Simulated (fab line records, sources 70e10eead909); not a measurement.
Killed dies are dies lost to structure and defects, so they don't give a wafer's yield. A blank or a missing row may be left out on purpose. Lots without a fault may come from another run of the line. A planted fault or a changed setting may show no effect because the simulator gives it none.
One fault seen from 2 desks | flow nand_harc | each desk has only its own numbers; what lay behind them comes last

THE METROLOGY DESK
What the gauges read, lot by lot, whatever tool the lot ran on: means of the sampled wafers that have a number. A lot is out of limits, marked OUT, if its mean lies more than 4 standard deviations from the usual mean; the brackets give that distance.
Columns: A = cd_nm at NHARC_P_STI_CD_MEAS_09, usual 199.3 nm; B = cd_nm at NHARC_P_GATE_CD_MEAS_11, usual 1639.9 nm
lot  | first seen here | A     | B
L982 | day 2 20:16     | 199.1 | 1640.6
L984 | day 3 15:53     | 199.9 | 1638.8
L985 | day 4 01:38     | 199.1 | 1641.2
L986 | day 4 12:22     | 197.9 | 1639.3
L987 | day 4 21:31     | 196.7 | 1640.3
L988 | day 5 07:20     | 200.0 | 1639.0
L989 | day 5 17:08     | 200.4 | 1640.6
L991 | day 6 15:09     | 199.3 | 1641.3
L992 | day 6 22:55     | 197.4 | 1637.8
L994 | day 7 23:39     | 200.2 | 1638.7
L995 | day 8 08:21     | 202.3 | 1640.4
L104 | day 12 01:10    | 200.3 | 1639.0
L105 | day 12 10:23    | 197.6 | 1641.4
This desk's finding: nothing out of limits on any of the 13 lots.

THE TOOL OWNER'S DESK: litho_track-01
The tool's own readings at NHARC_P_GATE_SOFTBAKE_21 (time 55 s): means of the sampled wafers that have a number, for each lot that ran on this tool. A lot is out of limits, marked OUT, if its mean lies more than 4 standard deviations from the usual mean; the brackets give that distance.
Columns: A = heater_power_total_W at NHARC_P_GATE_SOFTBAKE_21, usual 188.44 W; B = resist_line_temp_C at NHARC_P_GATE_SOFTBAKE_21, usual 22.98 C
lot  | first seen here | A                | B
L982 | day 5 05:00     | 188.41           | 22.85
L984 | day 5 15:00     | 188.38           | 22.95
L986 | day 6 22:00     | 188.40           | 23.02
L989 | day 8 05:00     | 188.43           | 22.95
L992 | day 9 01:00     | 188.53           | 22.80
L994 | day 10 04:00    | 193.86 (+42) OUT | 22.94
L995 | day 11 04:00    | 193.96 (+42) OUT | 22.94
This desk's finding: out of limits on L994, L995; first on L994, day 10 04:00 (heater_power_total_W at NHARC_P_GATE_SOFTBAKE_21). In limits: L982, L984, L986, L989, L992.

PUT TOGETHER
The tool owner's desk could have raised an alarm at day 10 04:00, on L994, L995.
The metrology desk saw nothing out of limits.
The metrology desk has L994, L995 on record, within its limits.
Of the lots named, all ran NHARC_P_GATE_SOFTBAKE_21 on litho_track-01.

WHAT THE SIMULATOR HAD PUT IN
Process parameter drift: litho_track-01, from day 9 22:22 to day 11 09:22, at NHARC_P_GATE_SOFTBAKE_21. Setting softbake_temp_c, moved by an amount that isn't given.
Lots struck among those shown: L994, L995.
Hours from the fault's start to each desk's first reading out of limits: the tool owner's desk, 6.
